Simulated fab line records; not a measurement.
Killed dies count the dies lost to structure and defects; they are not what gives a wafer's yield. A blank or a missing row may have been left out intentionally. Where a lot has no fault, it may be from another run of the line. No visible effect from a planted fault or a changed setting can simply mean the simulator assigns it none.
fab line records -- flow nand-harc
[record] lots = 24, wafers = 72, last-day = 33
route steps=1302 shown A_CHANNEL_HOLE_D2@582 A_CHANNEL_FILL_D2@627 A_STAIRCASE@674
lots with no fault: from the same line, run without faults
start-h: hours from the record's first day to the start of the lot's first wafer shown -- wait-h: hours since the lot's step before -- " the same as in the row above -- L1.1+2: a single row standing in for several wafers -- - no value, or no start given -- * or withheld: withheld -- < > ~ a bound
route shown NAME@n: names a module that has steps shown in the file, with the first one's number in the route -- usual: the fault-free wafers' mean and standard deviation -- same: alike in all rows -- chamber/n: place in a boat -- sites: the reading at each site -- _std_site: standard deviation across them -- _edge_site: the outer-site mean with the inner-site mean subtracted -- radius-mm: for every site, how far away it sits from the centre of the wafer -- mask NAME#n: copy n -- behind: the tool/chamber that last shaped the wafer -- hold: why the lot was held/for how many hours/how that ended -- device: the n, p or np transistor that did not switch -- end of line: at the end of the route, the tests of the same wafers -- a step without rows: its recipe alone -- killed: the dies lost at the first sort to structure and to defects; this is not the yield of the wafer -- map: a wafer's dies, marking killed ones x, the rest . and places with no die _
set.NAME: the setting that was run; set.NAME@STEP: the one run at that earlier step -- model.NAME: the simulator's own value behind a step, which no gauge read
the route's steps for a sample of lots (tables are steps, rows are wafers)
services: from which hour (start-h, from the record's first day; less than 0 if before it) a tool's chamber was out of use, for how many hours, and why
[[steps]]
[step NHARC_A_CHANNEL_HOLE_D2_CD_MEAS_10]
[recipe] target-cd-nm = 100, landing-energy-ev = 500
[usual] cd-nm = 100.4/0.52
[same] landing-energy-ev = 500
lot.wafer,tool,chamber,start-h,wait-h,cd-nm
L074.2,cd-sem-02,0,279.34,-,100.0
L074.5,cd-sem-02,0,279.34,-,99.7
L074.6,cd-sem-02,0,279.34,-,99.8
L075.1,cd-sem-01,0,300.96,-,100.6
L075.3,cd-sem-01,0,300.96,-,100.8
L075.5,cd-sem-01,0,300.96,-,100.5
L076.2,cd-sem-02,0,302.88,-,100.6
L076.4,cd-sem-02,0,302.88,-,99.6
L076.5,cd-sem-02,0,302.88,-,99.8
L077.2,cd-sem-01,0,314.87,-,100.0
L077.3,cd-sem-01,0,314.87,-,100.3
L077.6,cd-sem-01,0,314.87,-,100.8
L078.1,cd-sem-01,0,327.07,-,101.0
L078.2,cd-sem-01,0,327.07,-,100.9
L078.3,cd-sem-01,0,327.07,-,100.8
L079.2,cd-sem-01,0,338.51,-,100.4
L079.4,cd-sem-01,0,338.51,-,100.1
L079.6,cd-sem-01,0,338.51,-,100.3
L080.1,cd-sem-02,0,352.47,-,99.2
L080.4,cd-sem-02,0,352.47,-,99.6
L080.6,cd-sem-02,0,352.47,-,99.3
L082.2,cd-sem-03,0,367.15,-,100.9
L082.3,cd-sem-03,0,367.15,-,101.0
L082.5,cd-sem-03,0,367.15,-,100.2
L081.1,cd-sem-02,0,367.30,-,99.9
L081.4,cd-sem-02,0,367.30,-,99.8
L081.6,cd-sem-02,0,367.30,-,99.7
L083.1,cd-sem-03,0,375.90,-,100.6
L083.2,cd-sem-03,0,375.90,-,100.6
L083.3,cd-sem-03,0,375.90,-,101.1
L084.3,cd-sem-02,0,395.19,-,101.0
L084.4,cd-sem-02,0,395.19,-,100.9
L084.5,cd-sem-02,0,395.19,-,101.5
L085.1,cd-sem-02,0,395.79,-,100.8
L085.2,cd-sem-02,0,395.79,-,100.1
L085.6,cd-sem-02,0,395.79,-,100.5
L086.2,cd-sem-02,0,405.24,-,100.7
L086.3,cd-sem-02,0,405.24,-,101.2
L086.5,cd-sem-02,0,405.24,-,101.1
L088.1,cd-sem-01,0,437.85,-,100.6
L088.4,cd-sem-01,0,437.85,-,100.9
L088.5,cd-sem-01,0,437.85,-,100.2
L087.3,cd-sem-01,0,439.27,-,100.5
L087.5,cd-sem-01,0,439.27,-,100.3
L087.6,cd-sem-01,0,439.27,-,99.9
L089.2,cd-sem-01,0,441.27,-,100.2
L089.3,cd-sem-01,0,441.27,-,100.4
L089.5,cd-sem-01,0,441.27,-,100.6
L091.2,cd-sem-03,0,449.65,-,100.9
L091.4,cd-sem-03,0,449.65,-,101.5
L091.5,cd-sem-03,0,449.65,-,100.8
L090.2,cd-sem-03,0,450.38,-,99.7
L090.3,cd-sem-03,0,450.38,-,99.5
L090.6,cd-sem-03,0,450.38,-,99.6
L092.2,cd-sem-03,0,470.35,-,100.1
L092.5,cd-sem-03,0,470.35,-,100.5
L092.6,cd-sem-03,0,470.35,-,101.1
L093.1,cd-sem-03,0,480.43,-,100.6
L093.2,cd-sem-03,0,480.43,-,100.6
L093.4,cd-sem-03,0,480.43,-,100.0
L094.2,cd-sem-01,0,493.71,-,100.8
L094.4,cd-sem-01,0,493.71,-,100.7
L094.5,cd-sem-01,0,493.71,-,100.3
L095.2,cd-sem-03,0,497.57,-,99.9
L095.3,cd-sem-03,0,497.57,-,100.2
L095.6,cd-sem-03,0,497.57,-,99.7
L096.2,cd-sem-03,0,507.67,-,100.6
L096.3,cd-sem-03,0,507.67,-,100.2
L096.5,cd-sem-03,0,507.67,-,100.3
L097.3,cd-sem-01,0,522.83,-,100.6
L097.5,cd-sem-01,0,522.83,-,100.1
L097.6,cd-sem-01,0,522.83,-,100.4
[step NHARC_A_CHANNEL_HOLE_D2_CD_MEAS_18]
[usual] cd-nm = 99.6/2.1
lot.wafer,tool,chamber,start-h,wait-h,cd-nm
L074.2,cd-sem-01,-,280.63,-,99.5
L074.5,cd-sem-01,-,280.63,-,99.6
L074.6,cd-sem-01,-,280.63,-,101.2
L075.1,cd-sem-01,-,302.25,-,100.7
L075.3,cd-sem-01,-,302.25,-,99.4
L075.5,cd-sem-01,-,302.25,-,100.1
L076.2,cd-sem-03,-,304.18,-,101.2
L076.4,cd-sem-03,-,304.18,-,99.3
L076.5,cd-sem-03,-,304.18,-,99.6
L077.2,cd-sem-02,-,316.17,-,104.4
L077.3,cd-sem-02,-,316.17,-,99.0
L077.6,cd-sem-02,-,316.17,-,103.4
L078.1,cd-sem-02,-,328.36,-,103.2
L078.2,cd-sem-02,-,328.36,-,96.8
L078.3,cd-sem-02,-,328.36,-,99.3
L079.2,cd-sem-01,-,339.81,-,100.9
L079.4,cd-sem-01,-,339.81,-,98.9
L079.6,cd-sem-01,-,339.81,-,99.1
L080.1,cd-sem-01,-,353.98,-,100.7
L080.4,cd-sem-01,-,353.98,-,101.5
L080.6,cd-sem-01,-,353.98,-,96.7
L082.2,cd-sem-03,-,368.48,-,97.9
L082.3,cd-sem-03,-,368.48,-,97.9
L082.5,cd-sem-03,-,368.48,-,97.5
L081.1,cd-sem-02,-,368.59,-,97.8
L081.4,cd-sem-02,-,368.59,-,98.5
L081.6,cd-sem-02,-,368.59,-,97.2
L083.1,cd-sem-03,-,377.19,-,95.5
L083.2,cd-sem-03,-,377.19,-,99.1
L083.3,cd-sem-03,-,377.19,-,96.4
L084.3,cd-sem-01,-,396.49,-,101.7
L084.4,cd-sem-01,-,396.49,-,103.2
L084.5,cd-sem-01,-,396.49,-,101.9
L085.1,cd-sem-03,-,397.08,-,100.7
L085.2,cd-sem-03,-,397.08,-,100.4
L085.6,cd-sem-03,-,397.08,-,99.3
L086.2,cd-sem-01,-,406.53,-,97.7
L086.3,cd-sem-01,-,406.53,-,102.3
L086.5,cd-sem-01,-,406.53,-,99.9
L088.1,cd-sem-03,-,439.14,-,96.2
L088.4,cd-sem-03,-,439.14,-,99.2
L088.5,cd-sem-03,-,439.14,-,99.0
L087.3,cd-sem-01,-,440.56,-,101.4
L087.5,cd-sem-01,-,440.56,-,99.0
L087.6,cd-sem-01,-,440.56,-,96.0
L089.2,cd-sem-03,-,442.57,-,99.9
L089.3,cd-sem-03,-,442.57,-,100.4
L089.5,cd-sem-03,-,442.57,-,99.3
L091.2,cd-sem-03,-,450.94,-,103.1
L091.4,cd-sem-03,-,450.94,-,100.4
L091.5,cd-sem-03,-,450.94,-,99.6
L090.2,cd-sem-02,-,451.67,-,95.7
L090.3,cd-sem-02,-,451.67,-,95.2
L090.6,cd-sem-02,-,451.67,-,98.1
L092.2,cd-sem-02,-,471.64,-,101.5
L092.5,cd-sem-02,-,471.64,-,102.1
L092.6,cd-sem-02,-,471.64,-,98.4
L093.1,cd-sem-03,-,481.72,-,101.1
L093.2,cd-sem-03,-,481.72,-,105.4
L093.4,cd-sem-03,-,481.72,-,100.8
L094.2,cd-sem-02,-,495.21,-,98.6
L094.4,cd-sem-02,-,495.21,-,100.3
L094.5,cd-sem-02,-,495.21,-,101.7
L095.2,cd-sem-03,-,498.86,-,101.2
L095.3,cd-sem-03,-,498.86,-,97.8
L095.6,cd-sem-03,-,498.86,-,101.8
L096.2,cd-sem-01,-,508.96,-,97.3
L096.3,cd-sem-01,-,508.96,-,100.8
L096.5,cd-sem-01,-,508.96,-,97.4
L097.3,cd-sem-01,-,524.12,-,98.1
L097.5,cd-sem-01,-,524.12,-,101.8
L097.6,cd-sem-01,-,524.12,-,100.2
[step NHARC_A_CHANNEL_FILL_D2_ALD_25]
[recipe] target-thk-a = 600, pulse-time-s = 10, ald-cycles = 600, temp-c = 300, material = SiOx
[usual] heater-power-w = 482/55, precursor-pulse-height-rel = 0.999/0.019
[same] ald-cycles = 600
lot.wafer,tool,chamber,start-h,wait-h,heater-power-w,precursor-pulse-height-rel
L074.2,ald-hk-01,0,324.95,0.1,429,0.988
L074.5,ald-hk-01,0,327.38,2.5,427,1.002
L074.6,ald-hk-01,1,327.38,2.5,509,1.014
L075.1,ald-hk-01,3,345.22,0.1,504,0.965
L075.3,ald-hk-01,2,347.09,1.9,494,1.006
L075.5,ald-hk-01,0,348.33,3.2,438,0.985
L076.4,ald-hk-03,1,351.95,0.1,485,0.995
L076.2,ald-hk-03,2,351.95,0.1,524,1.021
L076.5,ald-hk-03,1,354.43,2.5,504,0.969
L077.2,ald-hk-01,3,360.25,0.1,515,1.026
L077.3,ald-hk-01,2,362.07,1.9,488,1.002
L077.6,ald-hk-01,0,363.29,3.1,427,1.005
L078.2,ald-hk-02,3,373.58,0.7,439,1.006
L078.3,ald-hk-02,0,373.58,0.7,585,0.997
L078.1,ald-hk-02,1,373.58,0.7,526,0.997
L079.2,ald-hk-02,3,385.40,0.1,439,0.982
L079.4,ald-hk-02,2,387.25,1.9,372,1.012
L079.6,ald-hk-02,3,387.25,1.9,424,1.005
L080.1,ald-hk-02,2,397.93,0.1,382,0.992
L080.4,ald-hk-02,3,397.93,0.1,436,0.990
L080.6,ald-hk-02,2,400.39,2.5,378,0.983
L082.3,ald-hk-03,2,413.77,0.7,546,1.004
L082.2,ald-hk-03,0,415.00,1.9,423,0.970
L082.5,ald-hk-03,2,416.24,3.1,552,1.002
L081.1,ald-hk-01,0,413.77,0.7,434,0.977
L081.4,ald-hk-01,1,413.77,0.7,516,1.019
L081.6,ald-hk-01,0,416.24,3.1,436,1.036
L083.3,ald-hk-01,3,422.55,0.1,519,0.996
L083.2,ald-hk-01,0,422.55,0.1,443,0.983
L083.1,ald-hk-01,2,424.36,1.9,489,1.010
L085.1,ald-hk-03,1,438.58,0.1,501,1.007
L085.2,ald-hk-03,3,439.82,1.3,477,0.998
L085.6,ald-hk-03,2,441.68,3.1,538,0.988
L084.3,ald-hk-01,1,438.59,0.1,532,1.033
L084.4,ald-hk-01,2,438.59,0.1,480,0.959
L084.5,ald-hk-01,2,441.61,3.1,495,1.004
L086.3,ald-hk-02,2,448.65,0.7,377,0.984
L086.2,ald-hk-02,3,448.65,0.7,449,1.008
L086.5,ald-hk-02,2,451.11,3.1,380,0.995
L088.4,ald-hk-02,3,482.54,0.0,440,1.012
L088.1,ald-hk-02,2,484.41,1.9,383,0.991
L088.5,ald-hk-02,0,485.65,3.2,583,0.990
L087.3,ald-hk-03,1,484.97,2.5,506,0.996
L087.6,ald-hk-03,2,484.97,2.5,537,1.025
L087.5,ald-hk-03,3,484.97,2.5,489,0.989
L089.2,ald-hk-02,1,488.40,0.1,509,0.995
L089.3,ald-hk-02,3,489.65,1.3,454,1.000
L089.5,ald-hk-02,1,490.90,2.5,508,0.981
L091.4,ald-hk-02,1,496.44,0.0,514,1.007
L091.2,ald-hk-02,0,498.30,1.9,585,1.019
L091.5,ald-hk-02,1,498.30,1.9,516,1.000
L090.2,ald-hk-03,0,496.44,0.1,429,1.031
L090.3,ald-hk-03,1,496.44,0.1,507,1.027
L090.6,ald-hk-03,1,499.53,3.1,495,0.997
L092.2,ald-hk-01,2,522.47,1.9,496,0.993
L092.5,ald-hk-01,3,522.47,1.9,491,0.992
L092.6,ald-hk-01,0,522.47,1.9,435,1.020
L093.1,ald-hk-03,0,524.23,0.1,427,1.023
L093.2,ald-hk-03,1,524.23,0.1,492,0.999
L093.4,ald-hk-03,3,526.08,1.9,496,1.016
L094.2,ald-hk-01,2,540.08,0.2,480,0.978
L094.4,ald-hk-01,3,540.08,0.2,516,0.996
L094.5,ald-hk-01,2,542.53,2.6,484,1.029
L095.3,ald-hk-02,3,541.29,1.4,433,0.992
L095.2,ald-hk-02,0,541.29,1.4,575,0.989
L095.6,ald-hk-02,1,541.29,1.4,495,0.993
L096.3,ald-hk-03,1,556.35,0.1,512,1.009
L096.2,ald-hk-03,0,558.21,1.9,433,1.004
L096.5,ald-hk-03,2,559.45,3.1,545,0.981
L097.3,ald-hk-02,1,570.12,0.0,504,1.017
L097.6,ald-hk-02,1,572.61,2.5,497,0.965
L097.5,ald-hk-02,2,572.61,2.5,396,0.995
[step NHARC_A_CHANNEL_FILL_D2_INSPECT_13]
[usual] raw-defect-count = 362/120
lot.wafer,tool,chamber,start-h,wait-h,raw-defect-count
L074.2,defect-inspect-02,-,336.97,0.1,433
L074.5,defect-inspect-02,-,336.97,0.1,407
L074.6,defect-inspect-02,-,336.97,0.1,540
L075.1,defect-inspect-01,-,357.19,0.2,324
L075.3,defect-inspect-01,-,357.19,0.2,295
L075.5,defect-inspect-01,-,357.19,0.2,296
L076.2,defect-inspect-02,-,363.91,0.1,388
L076.4,defect-inspect-02,-,363.91,0.1,478
L076.5,defect-inspect-02,-,363.91,0.1,444
L077.2,defect-inspect-02,-,372.14,0.1,247
L077.3,defect-inspect-02,-,372.14,0.1,313
L077.6,defect-inspect-02,-,372.14,0.1,179
L078.1,defect-inspect-02,-,385.01,0.2,279
L078.2,defect-inspect-02,-,385.01,0.2,278
L078.3,defect-inspect-02,-,385.01,0.2,187
L079.2,defect-inspect-02,-,397.28,0.1,414
L079.4,defect-inspect-02,-,397.28,0.1,326
L079.6,defect-inspect-02,-,397.28,0.1,415
L080.1,defect-inspect-02,-,409.87,0.2,376
L080.4,defect-inspect-02,-,409.87,0.2,243
L080.6,defect-inspect-02,-,409.87,0.2,378
L082.2,defect-inspect-01,-,425.15,0.1,387
L082.3,defect-inspect-01,-,425.15,0.1,364
L082.5,defect-inspect-01,-,425.15,0.1,224
L081.1,defect-inspect-02,-,425.15,0.2,551
L081.4,defect-inspect-02,-,425.15,0.2,1040
L081.6,defect-inspect-02,-,425.15,0.2,737
L083.1,defect-inspect-02,-,434.51,0.2,256
L083.2,defect-inspect-02,-,434.51,0.2,506
L083.3,defect-inspect-02,-,434.51,0.2,511
L085.1,defect-inspect-01,-,450.45,0.2,417
L085.2,defect-inspect-01,-,450.45,0.2,274
L085.6,defect-inspect-01,-,450.45,0.2,326
L084.3,defect-inspect-02,-,450.46,0.1,245
L084.4,defect-inspect-02,-,450.46,0.1,237
L084.5,defect-inspect-02,-,450.46,0.1,180
L086.2,defect-inspect-02,-,460.08,0.1,357
L086.3,defect-inspect-02,-,460.08,0.1,267
L086.5,defect-inspect-02,-,460.08,0.1,348
L088.1,defect-inspect-02,-,494.51,0.2,339
L088.4,defect-inspect-02,-,494.51,0.2,204
L088.5,defect-inspect-02,-,494.51,0.2,335
L087.3,defect-inspect-01,-,494.52,0.1,273
L087.5,defect-inspect-01,-,494.52,0.1,410
L087.6,defect-inspect-01,-,494.52,0.1,550
L089.2,defect-inspect-01,-,500.58,0.1,277
L089.3,defect-inspect-01,-,500.58,0.1,354
L089.5,defect-inspect-01,-,500.58,0.1,451
L090.2,defect-inspect-01,-,508.27,0.1,294
L090.3,defect-inspect-01,-,508.27,0.1,334
L090.6,defect-inspect-01,-,508.27,0.1,249
L091.2,defect-inspect-02,-,508.28,0.1,371
L091.4,defect-inspect-02,-,508.28,0.1,360
L091.5,defect-inspect-02,-,508.28,0.1,307
L092.2,defect-inspect-02,-,532.59,0.1,323
L092.5,defect-inspect-02,-,532.59,0.1,390
L092.6,defect-inspect-02,-,532.59,0.1,383
L093.1,defect-inspect-02,-,536.22,0.2,249
L093.2,defect-inspect-02,-,536.22,0.2,387
L093.4,defect-inspect-02,-,536.22,0.2,230
L094.2,defect-inspect-01,-,551.87,0.1,356
L094.4,defect-inspect-01,-,551.87,0.1,438
L094.5,defect-inspect-01,-,551.87,0.1,528
L095.2,defect-inspect-01,-,551.95,0.1,313
L095.3,defect-inspect-01,-,551.95,0.1,390
L095.6,defect-inspect-01,-,551.95,0.1,424
L096.2,defect-inspect-01,-,568.47,0.1,302
L096.3,defect-inspect-01,-,568.47,0.1,249
L096.5,defect-inspect-01,-,568.47,0.1,524
L097.3,defect-inspect-02,-,582.18,0.1,399
L097.5,defect-inspect-02,-,582.18,0.1,459
L097.6,defect-inspect-02,-,582.18,0.1,355
[step NHARC_A_STAIRCASE_TRIM_18]
[recipe] time-s = 211.2, o2-flow-sccm = 500, ar-flow-sccm = 0, bias-w = 0, chemistry = O2
[usual] drypump-motor-current-A = 5.6/0.66, oes-product-au = 0.999/0.011, rf-vpp-V = 57.7/0.89, showerhead-plenum-p-Torr = 3.49/0.13, throttle-valve-pct = 17.036/0.009
[same] bias-w = 0
lot.wafer,tool,chamber,start-h,wait-h,drypump-motor-current-A,oes-product-au,rf-hours-counter-h,rf-vpp-V,showerhead-plenum-p-Torr,throttle-valve-pct
L074.2,rie-diel-05,0,-,-,5.3,1.018,30,58.9,3.48,17.034
L074.6,rie-diel-05,2,-,-,6.3,0.996,-,58.7,3.42,17.030
L074.5,rie-diel-05,0,-,-,5.3,1.014,-,58.5,3.48,17.043
L075.3,rie-diel-01,0,-,-,5.5,0.990,61,58.1,3.53,17.036
L075.1,rie-diel-01,1,-,-,6.7,1.028,60,56.5,3.57,17.016
L075.5,rie-diel-01,1,-,-,6.7,1.018,-,58.5,3.57,17.041
L076.2,rie-diel-05,2,-,-,6.4,0.991,33,56.4,3.42,17.032
L076.4,rie-diel-05,2,-,-,6.3,0.991,-,56.6,3.42,17.032
L076.5,rie-diel-05,3,-,-,4.9,0.994,-,56.6,3.28,17.045
L077.3,rie-diel-05,3,-,-,4.9,0.994,33,55.4,3.28,17.039
L077.2,rie-diel-05,0,-,-,5.3,1.000,42,59.1,3.48,17.039
L077.6,rie-diel-05,3,-,-,4.9,0.986,-,57.7,3.28,17.040
L078.3,rie-diel-06,3,-,-,6.5,0.999,30,57.1,3.30,17.045
L078.1,rie-diel-06,0,-,-,5.6,1.006,25,58.5,3.67,17.029
L078.2,rie-diel-06,1,-,-,5.5,0.976,28,59.6,3.61,17.030
L079.4,rie-diel-01,2,-,-,5.7,0.990,3,58.1,3.51,17.032
L079.2,rie-diel-01,1,-,-,6.8,1.004,3,56.8,3.57,17.039
L079.6,rie-diel-01,3,-,-,4.9,0.991,-,58.3,3.36,17.034
L080.1,rie-diel-01,2,-,-,5.7,0.995,8,58.2,3.51,17.021
L080.4,rie-diel-01,0,-,-,5.5,0.994,9,58.8,3.52,17.013
L080.6,rie-diel-01,2,-,-,5.7,0.994,-,57.6,3.51,17.027
L082.3,rie-diel-05,1,-,-,4.8,1.023,3,57.7,3.38,17.031
L082.2,rie-diel-05,2,-,-,6.3,0.998,2,56.3,3.41,17.013
L082.5,rie-diel-05,3,-,-,4.9,0.987,-,59.4,3.81,17.047
L081.4,rie-diel-06,1,-,-,5.5,0.974,44,57.7,3.60,17.018
L081.1,rie-diel-06,3,-,-,6.5,0.999,40,56.5,3.29,17.030
L081.6,rie-diel-06,2,-,-,5.0,0.998,-,57.0,3.48,17.029
L083.2,rie-diel-05,1,-,-,4.8,1.012,5,58.1,3.38,17.041
L083.1,rie-diel-05,2,-,-,6.4,0.992,5,57.4,3.41,17.044
L083.3,rie-diel-05,3,-,-,4.9,0.996,5,59.1,3.81,17.026
L085.2,rie-diel-05,3,-,-,4.9,0.985,10,60.3,3.80,17.020
L085.1,rie-diel-05,0,-,-,5.2,0.994,10,57.7,3.46,17.045
L085.6,rie-diel-05,3,-,-,4.9,0.992,-,57.0,3.80,17.041
L084.4,rie-diel-06,3,-,-,6.5,0.997,49,56.3,3.29,17.041
L084.3,rie-diel-06,2,-,-,5.0,1.000,57,57.5,3.47,17.045
L084.5,rie-diel-06,3,-,-,6.5,0.991,-,56.7,3.29,17.042
L086.2,rie-diel-01,2,-,-,5.7,0.988,24,58.5,3.50,17.047
L086.3,rie-diel-01,1,-,-,6.7,1.005,22,56.7,3.56,17.052
L086.5,rie-diel-01,3,-,-,4.9,0.981,-,57.4,3.35,17.038
L088.4,rie-diel-05,2,-,-,6.3,1.002,23,57.9,3.40,17.026
L088.1,rie-diel-05,0,-,-,5.3,0.991,21,59.1,3.46,17.035
L088.5,rie-diel-05,2,-,-,6.3,0.997,-,57.7,3.40,17.037
L087.3,rie-diel-01,0,-,-,5.5,1.003,36,58.8,3.51,17.047
L087.5,rie-diel-01,0,-,-,5.5,0.992,-,57.3,3.51,17.041
L087.6,rie-diel-01,1,-,-,6.8,1.012,-,56.8,3.55,17.054
L089.3,rie-diel-06,0,-,-,5.6,1.001,6,58.0,3.65,17.036
L089.2,rie-diel-06,1,-,-,5.5,1.001,6,58.1,3.59,17.026
L089.5,rie-diel-06,0,-,-,5.7,1.001,-,57.0,3.65,17.034
L090.2,rie-diel-01,1,-,-,6.8,1.008,37,56.4,3.55,17.046
L090.3,rie-diel-01,3,-,-,4.9,1.008,39,57.2,3.34,17.039
L090.6,rie-diel-01,2,-,-,5.7,0.985,-,57.3,3.49,17.041
L091.4,rie-diel-01,2,-,-,5.7,0.993,41,58.1,3.49,17.046
L091.2,rie-diel-01,1,-,-,6.7,1.021,37,58.7,3.55,17.038
L091.5,rie-diel-01,2,-,-,5.7,0.980,-,57.4,3.49,17.034
L092.2,rie-diel-01,2,-,-,5.7,0.991,52,57.3,3.48,17.024
L092.6,rie-diel-01,1,-,-,6.8,1.007,-,56.7,3.54,17.044
L092.5,rie-diel-01,2,-,-,5.7,0.997,-,56.6,3.48,17.034
L093.2,rie-diel-01,3,-,-,4.9,0.990,47,57.3,3.33,17.030
L093.4,rie-diel-01,0,-,-,5.5,0.984,50,56.7,3.50,17.040
L093.1,rie-diel-01,1,-,-,6.7,1.008,50,57.5,3.54,17.040
L094.4,rie-diel-05,2,-,-,6.3,0.979,42,56.0,3.39,17.046
L094.2,rie-diel-05,0,-,-,5.3,0.993,41,57.1,3.45,17.033
L094.5,rie-diel-05,2,-,-,6.3,0.991,-,58.2,3.39,17.042
L095.3,rie-diel-01,1,-,-,6.7,1.008,54,57.4,3.54,17.041
L095.2,rie-diel-01,3,-,-,4.9,0.989,51,56.9,3.33,17.037
L095.6,rie-diel-01,2,-,-,5.7,0.973,-,57.7,3.48,17.046
L096.3,rie-diel-06,1,-,-,5.5,1.008,27,58.2,3.58,17.028
L096.2,rie-diel-06,3,-,-,6.5,1.008,29,58.1,3.79,17.027
L096.5,rie-diel-06,1,-,-,5.5,1.001,-,57.3,3.58,17.035
L097.3,rie-diel-06,0,-,-,5.6,1.004,29,58.0,3.64,17.028
L097.6,rie-diel-06,2,-,-,5.0,1.005,-,58.5,3.45,17.039
L097.5,rie-diel-06,3,-,-,6.5,1.020,-,56.8,3.79,17.030
[step NHARC_A_STAIRCASE_ETCH_23]
[recipe] target-depth-a = 1000, time-s = 40.5, ion-energy-ev = 400, c4f8-flow-sccm = 20, o2-flow-sccm = 10, ar-flow-sccm = withheld, rf-w = 600, bias-w = 1000, chemistry = C4F8/O2
[usual] bias-w = 1000/3, oes-product-au = 0.946/0.013, rf-vpp-V = 895/5.2
lot.wafer,tool,chamber,start-h,wait-h,bias-w,oes-product-au,rf-hours-counter-h,rf-vpp-V
L074.2,rie-diel-05,1,-,-,999,0.945,31,890
L074.6,rie-diel-05,2,-,-,1000,0.927,-,893
L074.5,rie-diel-05,0,-,-,998,0.948,-,895
L075.1,rie-diel-05,3,-,-,999,0.952,30,886
L075.3,rie-diel-05,0,-,-,995,0.960,37,894
L075.5,rie-diel-05,3,-,-,1002,0.959,-,887
L076.2,rie-diel-06,2,-,-,998,0.948,20,894
L076.4,rie-diel-06,0,-,-,1001,0.950,14,902
L076.5,rie-diel-06,2,-,-,1001,0.942,-,895
L077.2,rie-diel-05,2,-,-,1000,0.929,35,891
L077.3,rie-diel-05,0,-,-,999,0.950,42,895
L077.6,rie-diel-05,3,-,-,1007,0.939,-,886
L078.3,rie-diel-01,0,-,-,1002,0.950,1,895
L078.2,rie-diel-01,1,-,-,999,0.970,1,898
L078.1,rie-diel-01,3,-,-,1000,0.956,1,889
L079.2,rie-diel-05,2,-,-,996,0.931,43,889
L079.4,rie-diel-05,0,-,-,1000,0.964,50,894
L079.6,rie-diel-05,1,-,-,997,0.944,-,890
L080.4,rie-diel-06,3,-,-,1000,0.950,38,888
L080.1,rie-diel-06,1,-,-,1001,0.939,40,899
L080.6,rie-diel-06,3,-,-,999,0.935,-,887
L082.2,rie-diel-05,1,-,-,1006,0.971,3,890
L082.3,rie-diel-05,2,-,-,1000,0.942,2,893
L082.5,rie-diel-05,1,-,-,1001,0.968,-,889
L081.1,rie-diel-06,3,-,-,1000,0.942,40,886
L081.4,rie-diel-06,2,-,-,1001,0.953,47,894
L081.6,rie-diel-06,3,-,-,994,0.950,-,886
L083.1,rie-diel-05,3,-,-,1001,0.929,5,904
L083.3,rie-diel-05,0,-,-,1005,0.942,5,893
L083.2,rie-diel-05,1,-,-,995,0.945,5,889
L085.2,rie-diel-06,2,-,-,1001,0.945,57,893
L085.1,rie-diel-06,3,-,-,1008,0.959,49,886
L085.6,rie-diel-06,3,-,-,998,0.968,-,887
L084.4,rie-diel-01,3,-,-,997,0.918,22,888
L084.3,rie-diel-01,2,-,-,998,0.922,22,894
L084.5,rie-diel-01,0,-,-,999,0.957,-,896
L086.2,rie-diel-05,3,-,-,1005,0.943,13,906
L086.3,rie-diel-05,0,-,-,1000,0.944,13,894
L086.5,rie-diel-05,3,-,-,997,0.936,-,905
L088.1,rie-diel-05,1,-,-,999,0.960,22,889
L088.4,rie-diel-05,2,-,-,1004,0.940,23,891
L088.5,rie-diel-05,0,-,-,999,0.948,-,895
L087.3,rie-diel-05,0,-,-,997,0.933,22,893
L087.5,rie-diel-05,0,-,-,995,0.938,-,894
L087.6,rie-diel-05,1,-,-,1001,0.950,-,889
L089.2,rie-diel-01,1,-,-,998,0.972,35,897
L089.3,rie-diel-01,2,-,-,1001,0.956,39,895
L089.5,rie-diel-01,1,-,-,996,0.977,-,897
L090.2,rie-diel-05,0,-,-,996,0.939,25,892
L090.3,rie-diel-05,1,-,-,1002,0.948,25,890
L090.6,rie-diel-05,2,-,-,997,0.924,-,891
L091.4,rie-diel-06,2,-,-,998,0.956,7,894
L091.2,rie-diel-06,0,-,-,1003,0.961,9,900
L091.5,rie-diel-06,1,-,-,996,0.936,-,898
L092.2,rie-diel-06,2,-,-,999,0.943,15,894
L092.5,rie-diel-06,0,-,-,1001,0.964,-,901
L092.6,rie-diel-06,1,-,-,1001,0.957,-,898
L093.2,rie-diel-01,0,-,-,1006,0.942,51,895
L093.1,rie-diel-01,2,-,-,999,0.936,54,895
L093.4,rie-diel-01,3,-,-,1002,0.941,47,888
L094.4,rie-diel-05,0,-,-,1001,0.942,42,893
L094.2,rie-diel-05,1,-,-,1000,0.951,41,889
L094.5,rie-diel-05,3,-,-,1004,0.943,-,906
L095.2,rie-diel-01,2,-,-,999,0.944,57,895
L095.3,rie-diel-01,3,-,-,1001,0.934,51,888
L095.6,rie-diel-01,0,-,-,1001,0.938,-,893
L096.3,rie-diel-06,2,-,-,1002,0.951,27,893
L096.2,rie-diel-06,3,-,-,1005,0.943,29,905
L096.5,rie-diel-06,1,-,-,997,0.947,-,898
L097.3,rie-diel-01,2,-,-,998,0.943,8,894
L097.6,rie-diel-01,3,-,-,1006,0.965,-,890
L097.5,rie-diel-01,0,-,-,1002,0.962,-,896
[[services]]
tool,chamber,start-h,hours,kind
rie-diel-06,-,307.25,9.0,pm
rie-diel-05,0,312.88,-,clean
rie-diel-05,1,312.88,-,clean
rie-diel-05,2,312.88,-,clean
rie-diel-05,3,312.88,-,clean
rie-diel-01,0,313.91,2.8,repair
rie-diel-05,0,330.05,3.3,repair
rie-diel-05,3,340.22,13.9,repair
ald-hk-02,-,349.62,10.0,pm
rie-diel-05,1,365.82,2.9,repair
rie-diel-01,-,377.14,1.4,repair
rie-diel-01,-,381.26,9.0,pm
rie-diel-06,-,402.50,0.5,repair
rie-diel-05,-,406.63,9.0,pm
ald-hk-01,-,419.41,0.3,repair
rie-diel-01,1,441.49,7.4,repair
ald-hk-01,-,474.18,10.0,pm
rie-diel-06,-,484.25,9.0,pm
rie-diel-05,2,524.64,1.5,repair
ald-hk-02,-,527.62,10.0,pm
rie-diel-01,3,528.71,7.8,repair
rie-diel-01,-,558.26,9.0,pm
ald-hk-03,-,572.04,10.0,pm
rie-diel-05,-,583.68,9.0,pm
[[key]]
fault none
